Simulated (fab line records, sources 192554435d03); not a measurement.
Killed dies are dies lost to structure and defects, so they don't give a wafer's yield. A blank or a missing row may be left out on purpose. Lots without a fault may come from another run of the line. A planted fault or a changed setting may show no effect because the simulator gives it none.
Split-lot experiment | flow n5_finfet | 7 lots, 21 wafers read, on a route of 1938 steps

THE SPLIT
At N5_FIN_SAQP_COAT_68 (time 60 s, resist thk 100 nm), the setting spin_rpm was moved away from the recipe's 1500 rpm on 8 of the 21 wafers read, by -10.7% to +7.6%. The other wafers ran this setting at the recipe's value.

The reading is taken at the split's own step.

THE READING
SOC_of_FIN_SAQP_COAT_68.thk_nm (the simulator's own value, which no gauge read), in nm, at N5_FIN_SAQP_COAT_68 (time 60 s, resist thk 100 nm). The file gives no usual value for it. The 13 wafers here that ran the recipe average 100.0 nm, standard deviation 0.15 nm.

wafer  | tool, chamber at the split | spin_rpm as run, rpm | against the recipe | SOC_of_FIN_SAQP_COAT_68.thk_nm, nm | against lot-mates on the recipe
L074.1 | litho_track-05, 0          | 1500                 | recipe             | 99.8                               | -
L074.2 | litho_track-05, 0          | 1388                 | -7.5%              | 104                                | +4.2
L074.3 | litho_track-05, 0          | 1388                 | -7.5%              | 103.8                              | +4.0
L079.3 | litho_track-05, 0          | 1500                 | recipe             | 100                                | -
L079.5 | litho_track-05, 0          | 1500                 | recipe             | 99.8                               | -
L079.6 | litho_track-05, 0          | 1340                 | -10.7%             | 106                                | +6.1
L084.1 | litho_track-05, 0          | 1355                 | -9.7%              | 105                                | +5.1
L084.2 | litho_track-05, 0          | 1500                 | recipe             | 99.8                               | -
L084.5 | litho_track-05, 0          | 1500                 | recipe             | 100                                | -
L087.3 | litho_track-03, 0          | 1362                 | -9.2%              | 105                                | no lot-mate on the recipe
L087.5 | litho_track-03, 0          | 1362                 | -9.2%              | 105                                | no lot-mate on the recipe
L087.6 | litho_track-03, 0          | 1362                 | -9.2%              | 105.2                              | no lot-mate on the recipe
L088.1 | litho_track-01, 0          | 1500                 | recipe             | 100.2                              | -
L088.3 | litho_track-01, 0          | 1500                 | recipe             | 100.2                              | -
L088.2 | litho_track-01, 0          | 1500                 | recipe             | 99.8                               | -
L092.4 | litho_track-05, 0          | 1500                 | recipe             | 100                                | -
L092.5 | litho_track-05, 0          | 1500                 | recipe             | 100                                | -
L092.6 | litho_track-05, 0          | 1614                 | +7.6%              | 96.4                               | -3.6
L095.2 | litho_track-05, 0          | 1500                 | recipe             | 100                                | -
L095.3 | litho_track-05, 0          | 1500                 | recipe             | 99.8                               | -
L095.6 | litho_track-05, 0          | 1500                 | recipe             | 100.2                              | -

THE FIT
A straight line over all 21 wafers: SOC_of_FIN_SAQP_COAT_68.thk_nm changes by -0.534 nm for each +1% of spin_rpm; r = -1.00; the points scatter about the line by 0.2 nm.
The same after taking each lot's own level away (the mean of its wafers on the recipe; 18 wafers): -0.535 nm for each +1%; r = -1.00; scatter 0.19 nm.
On that fit, the largest move of spin_rpm shifts the reading by 5.7 nm.
The lots' own levels span 99.80 to 100.07 nm, that is 1.7 times the standard deviation above.
So the lot-to-lot level changes the slope little: the two slopes agree.
Check: with one of the wafers moved furthest among these (-10.7%) left out of the fit, the line predicts +5.61 nm for it against its lot-mates. It came out at +6.1 nm against them.

OTHER SPLITS ON THESE WAFERS
These wafers also went through other splits before the reading. Each is held against what the fit with the lots' levels taken away leaves over:
other split on the same wafers | wafers away from the commonest value | r with SOC_of_FIN_SAQP_COAT_68.thk_nm (lot level and that fit taken away)
N5_WELL_APT_COAT_02 spin_rpm   | 9                                    | +0.30
N5_WELL_APT_DESCUM_13 time_s   | 6                                    | -0.45

THE FILE'S OWN FIT
SOC_of_FIN_SAQP_COAT_68.thk_nm changes by -0.537 nm for each +1% of spin_rpm, r = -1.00.
